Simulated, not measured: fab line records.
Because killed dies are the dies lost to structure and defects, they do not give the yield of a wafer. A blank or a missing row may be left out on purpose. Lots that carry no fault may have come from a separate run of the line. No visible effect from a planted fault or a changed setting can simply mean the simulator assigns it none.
fab line records	flow n5Finfet
record lots=10	wafers=26	lastDay=17
route steps=1938 shown BEOL_M1@752 BEOL_M4@1111 PASSIVATION@1936
lots that met no fault: taken from a fault-free run of the same line
startH: the number of hours between the record's first day and the start of the first shown wafer of the lot	waitH: time in hours since the lot's previous step	" as in the row above	L1.1+2: a single row standing in for several wafers	- value missing, or start not given	* or withheld: withheld	< > ~ a bound
route shown NAME@n: names a module that has steps shown in the file, with the first one's number in the route	usual: mean and standard deviation over wafers with no fault	same: alike in all rows	chamber/n: place in a boat	sites: each site's reading	_std_site: the values' standard deviation	_edge_site: outer sites' mean less inner sites'	radiusMm: how far each site lies from the wafer's centre	mask NAME#n: copy n	behind: the tool/chamber that last shaped the wafer	hold: what put the lot on hold/how long, in hours/how the hold closed	device: the transistor (n, p or np) that didn't switch	end of line: the same wafers' tests at the end of the route	a step with no rows: only its recipe	killed: count of dies lost to structure and defects at first sort (not the wafer's yield)	map: a wafer's dies, marking killed ones x, the rest . and places with no die _
set.NAME: the setting as run; set.NAME@STEP: as run at that earlier step	model.NAME: the simulator's own value behind a step, which no gauge read
a sample of lots followed through the steps of the route, with each step as a table and each wafer as a row
services: when a tool's chamber went out of use (startH, in hours from the record's first day, below 0 if earlier), for how many hours, and the reason
## steps
# step N5_BEOL_M1_THK_MEAS_01
# recipe reads=SiOC_of_BEOL_M1_ILD_DEP_00
# usual M1_ILD_THK=79.0/1.1
lot.wafer	tool	chamber	startH	waitH	M1_ILD_THK[nm]
L498.1	filmMetro-01	-	125.17	0.1	79.6
L498.2	"	-	"	"	78.2
L498.3	"	-	"	"	80.7
L503.1	filmMetro-01	-	147.69	0.0	79.5
L503.2	"	-	"	"	78.4
L503.4	"	-	"	"	79.7
L507.3	filmMetro-02	-	177.87	0.1	76.2
L507.4	"	-	"	"	78.5
L507.5	"	-	"	"	78.5
L510.2	filmMetro-01	-	187.49	0.1	77.0
L510.3	"	-	"	"	77.0
L511.4	filmMetro-01	-	201.33	0.0	79.7
L511.5	"	-	"	"	79.7
L511.6	"	-	"	"	79.8
L512.4	filmMetro-02	-	202.36	0.0	79.2
L512.6	"	-	"	"	80.1
L516.1	filmMetro-01	-	225.74	0.0	77.6
L516.2	"	-	"	"	78.2
L518.4	filmMetro-02	-	238.34	0.0	80.0
L518.6	"	-	"	"	80.8
L520.1	filmMetro-02	-	257.72	0.0	77.3
L520.2	"	-	"	"	79.3
L520.3	"	-	"	"	78.6
L521.3	filmMetro-02	-	263.03	0.1	78.9
L521.4	"	-	"	"	80.6
L521.6	"	-	"	"	80.3
# step N5_BEOL_M1_DESCUM_16
# recipe chemistry=O2	timeS=7	sourcePowerW=50	biasPowerW=20	pressureMtorr=20	rfFrequencyHz=2.712e+07	tempC=40	resist=CAR-EUV	o2FlowSccm=225
# usual drypumpMotorCurrentA=5.7/0.3	oesProductAu=0.77/0.078	rfVppV=243.2/1.4	showerheadPlenumPTorr=2.09/0.072	throttleValvePct=20.49/0.2
lot.wafer	tool	chamber	startH	waitH	drypumpMotorCurrentA	oesProductAu	rfHoursCounterH	rfVppV	showerheadPlenumPTorr	throttleValvePct
L498.1	rieDiel-03	3	126.90	0.3	5.3	0.76	159	243.0	2.08	20.41
L498.2	"	0	"	"	5.4	0.72	180	242.9	2.06	20.45
L498.3	"	1	"	"	6.2	0.72	171	242.3	2.01	20.62
L503.1	rieDiel-06	3	148.87	0.0	5.8	0.93	29	244.0	2.14	20.66
L503.2	"	0	"	"	5.8	0.73	143	243.9	2.09	20.67
L503.4	"	2	"	"	5.5	0.70	200	244.3	2.09	20.45
L507.3	rieDiel-05	2	179.75	0.2	5.6	0.85	55	243.0	2.11	20.21
L507.4	"	3	"	"	6.1	0.92	13	245.4	2.22	20.49
L507.5	"	1	"	"	5.7	0.73	-	242.5	2.07	19.99
L510.2	rieDiel-06	3	188.84	0.0	5.8	0.91	40	243.6	2.14	20.69
L510.3	"	0	"	"	5.8	0.73	154	241.0	2.09	20.71
L511.4	rieDiel-03	1	204.86	0.0	6.2	0.70	198	241.5	2.00	20.66
L511.5	"	3	"	"	5.2	0.74	-	243.8	2.07	20.45
L511.6	"	0	"	"	5.4	0.69	-	242.8	2.05	20.50
L512.4	rieDiel-05	3	204.94	0.1	6.1	0.91	20	246.0	2.22	20.49
L512.6	"	3	"	"	6.2	0.90	-	245.5	2.22	20.50
L516.1	rieDiel-05	1	226.89	0.1	5.7	0.72	177	242.4	2.07	20.02
L516.2	"	3	"	"	6.1	0.88	29	246.5	2.22	20.51
L518.4	rieDiel-03	0	239.31	0.1	5.4	0.69	-	242.8	2.05	20.48
L518.6	"	3	"	"	5.2	0.72	-	243.1	2.07	20.47
L520.1	rieDiel-06	2	259.09	0.0	5.5	0.69	231	242.1	2.07	20.51
L520.2	"	1	"	"	5.9	0.71	194	245.4	2.18	20.65
L520.3	"	3	"	"	5.8	0.87	60	243.1	2.13	20.70
L521.3	rieDiel-03	1	265.44	0.0	6.2	0.69	220	242.5	1.99	20.68
L521.4	"	0	"	"	5.4	0.68	227	242.0	2.05	20.51
L521.6	"	1	"	"	6.2	0.68	-	241.7	1.99	20.69
# step N5_BEOL_M1_CD_MEAS_28
# recipe landingEnergyEv=500	detector=seInlens	targetCdYNm=23.3
# usual cdNm=23.99/0.24
lot.wafer	tool	chamber	startH	waitH	cdNm
L498.1	cdSem-03	0	128.10	-	23.70
L498.2	"	0	"	"	23.59
L498.3	"	0	"	"	24.14
L503.1	cdSem-02	0	149.62	-	24.04
L503.2	"	0	"	"	24.09
L503.4	"	0	"	"	23.76
L507.3	cdSem-03	0	180.50	-	23.69
L507.4	"	0	"	"	23.84
L507.5	"	0	"	"	24.06
L510.2	cdSem-03	0	189.71	-	23.99
L510.3	"	0	"	"	24.00
L511.4	cdSem-02	0	205.74	-	24.29
L511.5	"	0	"	"	24.18
L511.6	"	0	"	"	23.66
L512.4	cdSem-01	0	205.80	-	23.83
L512.6	"	0	"	"	23.87
L516.1	cdSem-03	0	227.63	-	24.40
L516.2	"	0	"	"	23.88
L518.4	cdSem-02	0	240.07	-	24.22
L518.6	"	0	"	"	23.87
L520.1	cdSem-01	0	259.83	-	23.74
L520.2	"	0	"	"	23.61
L520.3	"	0	"	"	24.14
L521.3	cdSem-02	0	266.23	-	23.93
L521.4	"	0	"	"	23.94
L521.6	"	0	"	"	23.83
# step N5_BEOL_M1_ALD_98
# recipe material=SiO2	targetThkA=25	tempC=100	aldPrecursorFamily=BDEAS	aldCoReactant=O2-plasma	pulseTimeS=1	coReactantPulseTimeS=1	purgeTimeS=2	coReactantPurgeTimeS=2	aldCycles=17	pressureTorr=2
# usual aldCycles=17/0	chamberPressureTorr=2.001/0.0043	heaterPowerW=74/8.3	precursorPulseHeightRel=0.998/0.021
# same coReactantPurgeTimeS=2
lot.wafer	tool	chamber	startH	waitH	aldCycles	chamberPressureTorr	heaterPowerW	precursorPulseHeightRel
L498.1	aldSin-01	1	128.40	0.1	17	2.000	65	0.970
L498.2	"	2	"	"	17	2.001	92	0.980
L498.3	"	3	"	"	17	2.002	69	0.999
L503.1	aldSin-01	2	149.88	0.1	17	1.995	93	1.042
L503.2	"	3	"	"	17	1.994	68	0.980
L503.4	"	1	"	"	17	1.997	64	0.965
L507.3	aldSin-03	2	181.33	0.6	17	1.998	76	0.992
L507.4	"	0	"	"	17	2.002	68	0.994
L507.5	"	2	"	"	17	1.997	76	1.006
L510.2	aldSin-03	1	190.29	0.4	17	1.988	82	0.994
L510.3	"	1	"	"	17	1.990	81	1.019
L511.4	aldSin-03	0	206.04	0.1	17	2.006	68	1.030
L511.5	"	3	"	"	17	2.010	74	1.010
L511.6	"	1	"	"	17	1.997	81	1.024
L512.4	aldSin-03	0	206.53	0.5	17	2.000	70	1.020
L512.6	"	1	"	"	19	2.009	80	1.023
L516.1	aldSin-01	1	227.89	0.1	17	2.001	66	1.007
L516.2	"	3	"	"	17	1.999	67	1.009
L518.4	aldSin-03	0	240.37	0.1	17	2.002	70	0.961
L518.6	"	0	"	"	19	2.001	68	1.006
L520.1	aldSin-01	3	260.34	0.3	17	1.996	70	0.942
L520.2	"	0	"	"	17	2.001	66	0.982
L520.3	"	1	"	"	17	1.997	65	1.013
L521.3	aldSin-04	1	267.47	0.7	17	1.993	73	0.980
L521.4	"	3	"	"	17	2.002	69	1.013
L521.6	"	2	"	"	17	2.014	78	1.009
# step N5_BEOL_M4_RC_MEAS_101
# usual DIBL_N=36.6/2.1	DIBL_P=36.3/2.2	IOFF_N=0.16/0.036	IOFF_P=0.21/0.038	ION_N=671/12	ION_P=460/7.5	SS_N=71.8/0.72	SS_P=73.3/0.72	VT_N=250/3.2	VT_P=-250/3.5
lot.wafer	tool	chamber	startH	waitH	DIBL_N[mV/V]	DIBL_P[mV/V]	IOFF_N[nA/um]	IOFF_P[nA/um]	ION_N[uA/um]	ION_P[uA/um]	SS_N[mV/dec]	SS_P[mV/dec]	VT_N[mV]	VT_P[mV]
L498.1	prober-02	0	162.49	0.0	40.1	39.8	0.20	0.21	675	456	72.6	73.9	248	-254
L498.2	"	0	"	"	35.0	35.4	0.12	0.16	655	453	71.2	72.8	253	-257
L498.3	"	0	"	"	37.9	38.1	0.16	0.19	669	456	71.4	73.9	252	-257
L503.1	prober-01	0	192.08	0.0	37.5	36.5	0.18	0.23	673	463	71.3	73.2	247	-248
L503.2	"	0	"	"	38.7	37.5	0.21	0.27	697	474	72.4	73.8	246	-245
L503.4	"	0	"	"	39.7	39.3	0.24	0.32	686	464	72.7	74.3	242	-242
L507.3	prober-02	0	218.80	0.3	34.4	35.1	0.13	0.19	663	456	70.9	72.4	252	-252
L507.4	"	0	"	"	35.4	35.9	0.15	0.21	678	470	71.0	73.1	249	-249
L507.5	"	0	"	"	32.6	33.4	0.11	0.16	666	461	70.7	72.5	252	-252
L510.2	prober-01	0	227.19	0.2	36.3	36.0	0.15	0.20	648	449	71.5	72.8	251	-248
L510.3	"	0	"	"	38.9	39.8	0.22	0.26	677	462	72.6	73.6	246	-245
L511.4	prober-01	0	242.73	0.5	40.5	39.9	0.23	0.26	696	469	72.1	74.7	244	-249
L511.5	"	0	"	"	42.0	42.1	0.27	0.30	694	470	73.8	74.8	246	-244
L511.6	"	0	"	"	40.0	37.6	0.20	0.21	666	452	73.2	73.8	249	-251
L512.4	prober-01	0	243.66	1.0	35.9	36.8	0.16	0.21	667	463	71.9	72.9	250	-252
L512.6	"	0	"	"	36.2	37.5	0.17	0.22	673	458	72.4	73.7	246	-251
L516.1	prober-02	0	275.01	0.0	34.1	35.0	0.13	0.18	680	464	71.4	72.3	249	-251
L516.2	"	0	"	"	36.6	37.4	0.18	0.21	669	456	72.4	73.0	249	-252
L518.4	prober-02	0	283.35	0.5	37.9	37.7	0.18	0.22	672	451	71.8	73.7	250	-253
L518.6	"	0	"	"	36.4	36.9	0.16	0.22	682	462	71.6	73.5	249	-251
L520.1	prober-01	0	299.79	0.0	36.2	34.9	0.14	0.17	672	461	71.9	72.5	251	-255
L520.2	"	0	"	"	36.7	35.4	0.14	0.19	673	463	71.5	73.0	250	-253
L520.3	"	0	"	"	34.0	31.1	0.10	0.13	659	451	70.7	71.5	254	-258
L521.3	prober-02	0	300.27	0.3	35.4	34.1	0.15	0.20	671	462	70.7	73.4	250	-248
L521.4	"	0	"	"	36.7	37.2	0.17	0.27	686	478	71.8	73.5	247	-245
L521.6	"	0	"	"	36.5	36.3	0.16	0.23	678	467	71.5	74.0	249	-246
# step N5_PASSIVATION_PROBE_49
# usual defectLimitedYield=91.1/1.4	killed_at_M0_to_M3=33/9.1	killed_at_M4_up=14/5.6	killedAtContacts=13/5.7	killedAtFrontEnd=42/12	killedAtOther=4/3	killedDies=105/16	killedOnRim=13/4	killedOpen=69/11	killedShort=34/7.5	sort_bin_4_leakage=0.00/0.0072	sort_bin_5_function=5.2/0.91	sort_bin_6_memory=3.3/0.64	sort_bin_8_speed=0.0/0.37	sortNPass=1075/16	sortYieldPct=91.1/1.4
# same grossDies=1180	killedAtBackSide=0
lot.wafer	tool	chamber	startH	waitH	defectLimitedYield[%]	killed_at_M0_to_M3	killed_at_M4_up	killedAtContacts	killedAtFrontEnd	killedAtOther	killedDies	killedOnRim	killedOpen	killedShort	sort_bin_4_leakage[%]	sort_bin_5_function[%]	sort_bin_6_memory[%]	sort_bin_8_speed[%]	sortNPass	sortYieldPct[%]
L503.1	prober-01	-	296.94	0.0	90.0	31	14	31	33	9	118	13	75	43	0	5.8	3.9	0	1062	90.0
L503.2	prober-01	-	296.99	0.1	91.4	34	19	13	31	4	101	12	66	34	0	4.9	3.4	0	1079	91.4
L503.4	prober-01	-	297.09	0.2	90.5	53	12	9	31	7	112	16	69	42	0	5.0	4.2	0	1068	90.5
L510.2	prober-02	-	326.55	0.1	91.4	32	20	10	37	3	102	11	72	28	0	5.5	2.8	0	1078	91.4
L510.3	prober-02	-	326.60	0.1	92.5	14	21	16	31	6	88	6	63	24	0	4.2	3.1	0	1092	92.5
L520.1	prober-02	-	411.58	0.0	89.7	40	14	16	40	11	121	21	79	40	0	6.7	3.4	0	1059	89.7
L520.2	prober-02	-	411.63	0.1	89.0	42	24	15	45	4	130	15	97	33	0	5.5	5.1	0	1050	89.0
L520.3	prober-02	-	411.68	0.1	91.9	28	12	13	36	6	95	9	67	26	0	4.5	3.1	0	1085	91.9
# killed by level:class
L503.1 MOL_CONTACT_COAG:geometricParticle:open=27 BEOL_M0_SAQP:geometricParticle:short=13 BEOL_M4:geometricParticle:open=6 DUMMY_GATE:geometricParticle:open=5 BEOL_M2:geometricParticle:open=5 FIN_SAQP:geometricParticle:short=4 GATE_CUT:geometricParticle:open=4 MOL_CONTACT_COAG:geometricParticle:short=4
L503.2 BEOL_M4:geometricParticle:open=10 MOL_CONTACT_COAG:geometricParticle:open=9 BEOL_M3:geometricParticle:open=8 BEOL_M0_SAQP:geometricParticle:open=7 BEOL_M0_SAQP:geometricParticle:short=6 DUMMY_GATE:geometricParticle:open=5 MOL_CONTACT_COAG:geometricParticle:short=4 BEOL_M2:geometricParticle:open=4
L503.4 BEOL_M0_SAQP:geometricParticle:short=12 BEOL_M1:geometricParticle:open=10 BEOL_M2:geometricParticle:open=8 BEOL_M3:geometricParticle:open=8 FIN_SAQP:geometricParticle:short=7 MOL_CONTACT_COAG:geometricParticle:open=7 BEOL_M0_SAQP:geometricParticle:open=7 GATE_CUT:geometricParticle:short=6
L510.2 FIN_SAQP:geometricParticle:open=15 BEOL_M4:geometricParticle:open=8 BEOL_M0_SAQP:geometricParticle:short=7 BEOL_M1:geometricParticle:open=7 BEOL_M3:geometricParticle:open=7 DUMMY_GATE:geometricParticle:open=6 MOL_CONTACT_COAG:geometricParticle:open=6 BEOL_M0_SAQP:geometricParticle:open=6
L510.3 MOL_CONTACT_COAG:geometricParticle:open=13 FIN_SAQP:geometricParticle:open=8 BEOL_M4:geometricParticle:open=8 DUMMY_GATE:geometricParticle:open=7 BEOL_M0_SAQP:geometricParticle:open=5 STI_FIN_REVEAL:geometricParticle:open=4 BEOL_M2:geometricParticle:open=4 FIN_SAQP:geometricParticle:short=3
L520.1 STI_FIN_REVEAL:geometricParticle:open=15 BEOL_M1:geometricParticle:open=15 MOL_CONTACT_COAG:geometricParticle:open=13 BEOL_M0_SAQP:geometricParticle:short=11 MIM_TOP_ETCH:geometricParticle:short=7 FIN_SAQP:geometricParticle:short=6 BEOL_M4:geometricParticle:open=6 STARTING-WAFER:geometricParticle:open=6
L520.2 STI_FIN_REVEAL:geometricParticle:open=22 BEOL_M0_SAQP:geometricParticle:open=17 BEOL_M4:geometricParticle:open=13 MOL_CONTACT_COAG:geometricParticle:open=10 BEOL_M3:geometricParticle:open=8 BEOL_M0_SAQP:geometricParticle:short=6 MOL_CONTACT_COAG:geometricParticle:short=5 FIN_SAQP:geometricParticle:open=4
L520.3 STI_FIN_REVEAL:geometricParticle:open=13 MOL_CONTACT_COAG:geometricParticle:open=9 BEOL_M0_SAQP:geometricParticle:open=9 BEOL_M4:geometricParticle:open=6 BEOL_M0_SAQP:geometricParticle:short=6 BEOL_M1:geometricParticle:open=6 BEOL_M2:geometricParticle:open=5 STI_FIN_REVEAL:geometricParticle:short=4
## services
tool	chamber	startH	hours	kind
rieDiel-06	1	113.13	2.7	repair
rieDiel-03	2	125.25	-	clean
rieDiel-03	2	125.25	-	consumableReplace:focusRing
rieDiel-03	2	125.25	-	consumableReplace:showerhead
rieDiel-03	2	125.25	35.9	scheduledDown
rieDiel-03	2	125.25	35.9	ventCycle
rieDiel-05	3	126.60	-	clean
rieDiel-05	3	126.60	-	consumableReplace:focusRing
rieDiel-05	3	126.60	-	consumableReplace:showerhead
aldSin-03	0	143.95	2.6	repair
rieDiel-05	2	147.57	7.4	repair
aldSin-04	-	176.75	14.0	pm
aldSin-04	0	176.75	14.0	ventCycle
aldSin-04	1	176.75	14.0	ventCycle
aldSin-04	2	176.75	14.0	ventCycle
aldSin-04	3	176.75	14.0	ventCycle
aldSin-01	-	179.83	6.1	pm
aldSin-04	0	190.75	-	clean
aldSin-04	3	191.51	5.3	repair
rieDiel-03	2	214.25	38.8	repair
aldSin-03	1	238.22	2.6	repair
aldSin-03	2	259.47	5.1	repair
aldSin-01	-	265.48	4.3	pm
aldSin-03	2	265.95	3.1	repair
## key
firstSign step=N5_BEOL_M1_ALD_98	reading=aldCycles	direction=up	sigmas=99+	usual=*	struck=*
effect none on later readings
metAt N5_BEOL_M1_ALD_98
struckLots L512,L518
struckWafers L512.6,L518.6
notActingAt N5_BEOL_M1_THK_MEAS_01,N5_BEOL_M1_DESCUM_16,N5_BEOL_M1_CD_MEAS_28
onsetBetween 206.04 206.53
fault kind=processParameterDrift	tool=aldSin-03	chamber=-	onsetH=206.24	steps=N5_BEOL_M1_ALD_98	channel=aldCycles	offset=*	shape=step	endH=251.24	scope=struckWafersOnly	actsIn=*	stated=*
